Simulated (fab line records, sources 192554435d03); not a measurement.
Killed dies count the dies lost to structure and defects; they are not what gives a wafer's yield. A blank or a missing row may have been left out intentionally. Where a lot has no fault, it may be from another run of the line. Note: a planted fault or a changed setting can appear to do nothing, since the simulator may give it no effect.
Matching of chambers    flow n5Finfet    3 sister chambers for N5_BEOL_M0_DEP_125 on pecvd-04
The step deposits SiCN from 3MS/NH3, target thk 8 nm, time 14 s. 14 wafers are shown with their chamber, then 7 later ones without.

WAFERS, EACH WITH ITS CHAMBER
wafer   chamber  throttleValvePct (%)  showerheadPlenumPTorr (Torr)
L082.1  2        9.9                   3.653
L082.3  2        9.8                   3.664
L082.6  2        9.8                   3.661
L084.2  0        9.2                   3.665
L084.5  0        8.8                   3.658
L084.6  1        9.4                   3.650
L085.1  0        9.0                   3.668
L085.4  1        9.2                   3.649
L085.5  2        9.4                   3.668
L091.3  0        9.3                   3.664
L091.4  1        9.0                   3.660
L091.6  0        9.3                   3.665
L093.4  1        9.4                   3.663
L093.5  0        9.0                   3.657

SIGNATURES (means of the wafers above)
reading                chamber 0  chamber 1  chamber 2  scatter within a chamber
throttleValvePct       9.100      9.250      9.725      0.204
showerheadPlenumPTorr  3.66283    3.65550    3.66150    0.00576
Rule: a wafer's distance from a chamber is the root of the sum, over the readings, of the square of ((its reading less the chamber's mean) divided by the reading's scatter). The wafer belongs to the nearest chamber; if the next one is less than 2 further off, it can't be placed. The scatter: take each reading less its chamber's mean, square it, sum over the shown wafers, divide by the number of wafers less the number of chambers, and take the root.

WAFERS WITHOUT THEIR CHAMBER
wafer   throttleValvePct (%)  showerheadPlenumPTorr (Torr)
L093.6  9.2                   3.655
L095.1  9.1                   3.659
L095.4  9.0                   3.656
L095.5  8.1                   3.656
L097.1  8.9                   3.655
L097.3  8.2                   3.664
L097.5  9.1                   3.659

THE CHAMBER EACH PASSED THROUGH
wafer   from the rows above      in truth
L093.6  can't be placed: 1 or 0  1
L095.1  can't be placed: 0 or 1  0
L095.4  can't be placed: 1 or 0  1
L095.5  can't be placed: 0 or 1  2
L097.1  can't be placed: 0 or 1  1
L097.3  can't be placed: 0 or 1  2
L097.5  can't be placed: 0 or 1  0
0 of 7 placed correctly. These rows do not allow placing 7 (true chamber among the candidates in 5). Number placed wrongly: 0.
